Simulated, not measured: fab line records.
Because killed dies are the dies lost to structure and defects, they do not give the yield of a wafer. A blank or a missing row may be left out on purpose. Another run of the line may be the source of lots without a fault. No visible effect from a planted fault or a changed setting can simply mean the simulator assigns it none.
A lot that was struck, set against a sound lot :: flow nand harc :: 14 out of 1302 route steps
Sound: wafers L968.2, L968.4, L968.6. Struck: wafers L974.1, L974.3. (L974.4 of the same lot was not struck and is left out.) The cause comes at the end.
Each step with rows lists, per side, the tool, then ch with its chambers, then its first start. Under that, the readings that differ: sound wafers :: struck wafers :: difference of the means :: sigmas: that difference in standard deviations of wafers without a fault.
alike: readings whose means differ by less than 2 such deviations, and words and numbers that are the same on both sides. not compared: withheld readings, readings that some wafer has no value for, bounds like >300 that may hide the same value, and numbers for which the record gives no deviation and whose values overlap.
A row with sigmas, a row that says differs or no value, or rows on one side alone: a step with any of these is where the two part. When numbers do not overlap yet have no deviation, they are printed without sigmas and do not part them. Lack of a reading on every wafer of one side parts them only where that side has two or more wafers.

first, 1 step without rows for these wafers: NHARC_A_ONON_D1_DEP_12 (target thk 1000 nm).
NHARC_A_ONON_D1_THK_MEAS_14: measures by ellipsometry.
  struck on film metro-02, day 13 00:14; sound on film metro-01, day 10 17:28
  alike: thk nm
then, 2 steps without rows for these wafers: NHARC_A_ONON_D1_ANNEAL_15 (time 3600 s); NHARC_A_ONON_D1_DEP_16 (target thk 1000 nm).
NHARC_A_ONON_D1_THK_MEAS_18: measures by ellipsometry.
  struck on film metro-01, day 13 08:02; sound on film metro-02, day 11 01:07
  alike: thk nm
following that, 1 step holds no rows for these wafers, namely NHARC_A_ONON_D1_DEP_19 (target thickness 1000 nm).
NHARC_A_ONON_D1_THK_MEAS_21: measures by ellipsometry.
  struck on film metro-02, day 13 08:36; sound on film metro-01, day 11 01:40
  alike: thk nm
following that, 1 step holds no rows for these wafers, namely NHARC_A_ONON_D1_DEP_22 (target thickness 1000 nm).
NHARC_A_ONON_D1_THK_MEAS_24: measures by ellipsometry.
  struck on film metro-02, day 13 09:10; sound on film metro-02, day 11 02:14
  alike: thk nm
following that, 1 step holds no rows for these wafers, namely NHARC_A_ONON_D1_DEP_25 (target thickness 1000 nm).
NHARC_A_ONON_D1_THK_MEAS_27: measures by ellipsometry.
  struck on film metro-02, day 13 09:44; sound on film metro-02, day 11 02:47
  alike: thk nm
NHARC_A_ONON_D1_DEP_28: target thk 1000 nm.
  sound on pecvd onon-02 ch 0, day 11 02:55; struck on pecvd onon-02 ch 0, day 13 09:47
  alike: sih4 flow sccm
NHARC_A_ONON_D1_THK_MEAS_30: measures by ellipsometry.
  struck on film metro-01, day 13 10:18; sound on film metro-01, day 11 03:21
reading: thk nm (nm)
sound: 991 991 989
struck: 628 627
difference: -363
sigmas: -48
NHARC_A_ONON_D1_DEP_33: deposits SiO2, target thk 200 nm.
  sound on pecvd-02 ch 1,2, day 11 03:28; struck on pecvd-03 ch 0,2, day 13 10:24
  alike: heater power w, throttle valve pct

WHERE THEY PART
Only at NHARC_A_ONON_D1_THK_MEAS_30, as far as this record shows. Later steps at which nothing parts them and some readings are alike: NHARC_A_ONON_D1_DEP_33.

WHY: the cause the simulator had injected
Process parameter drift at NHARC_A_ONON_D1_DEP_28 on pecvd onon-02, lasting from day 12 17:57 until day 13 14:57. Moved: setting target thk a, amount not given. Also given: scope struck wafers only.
